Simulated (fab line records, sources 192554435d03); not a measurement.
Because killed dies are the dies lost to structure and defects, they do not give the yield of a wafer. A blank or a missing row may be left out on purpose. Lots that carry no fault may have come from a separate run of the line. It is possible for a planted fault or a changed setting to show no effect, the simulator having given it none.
Chamber matching -- flow n5Finfet -- 3 sister chambers for N5_BEOL_M9_ILD_DEP_00 on pecvd-01
The step deposits SiCOH lowk from DEMS/porogen, target thk 308.51 nm, time 58 s. 3 wafers are shown with their chamber, then 10 later ones without.

WAFERS, EACH WITH ITS CHAMBER
wafer,chamber,throttleValvePct (%)
L087.2,2,13.7
L089.5,1,15.5
L091.4,0,13.3

WAFERS WHOSE CHAMBER IS MISSING
wafer,throttleValvePct (%)
L091.5,13.8
L092.1,15.5
L092.2,13.3
L092.3,13.4
L094.2,13.2
L094.3,13.8
L094.4,15.7
L096.2,13.5
L096.3,15.5
L096.5,13.9

THE CHAMBER EACH PASSED THROUGH
wafer,from the rows above,in truth
L091.5,2,2
L092.1,1,1
L092.2,0,0
L092.3,can't be placed: 0 or 2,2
L094.2,0,0
L094.3,2,2
L094.4,1,1
L096.2,can't be placed: 0 or 2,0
L096.3,1,1
L096.5,2,2
Correct placement for 8 of the 10. Can't be placed from these rows: 2 (the true chamber is among the candidates in 2). Wrongly placed: 0.
How it was worked out, from the rows above alone: a wafer's distance from a chamber is the root of the sum, over the readings, of the square of ((its reading less the chamber's mean) divided by the reading's scatter). The wafer belongs to the nearest chamber; if the next one is less than 2 further off, it can't be placed. Each chamber's mean is taken over the wafers shown for it. The scatter: with one shown wafer a chamber, the root of the mean of the squares of how far each hidden wafer lies from its nearest shown one.
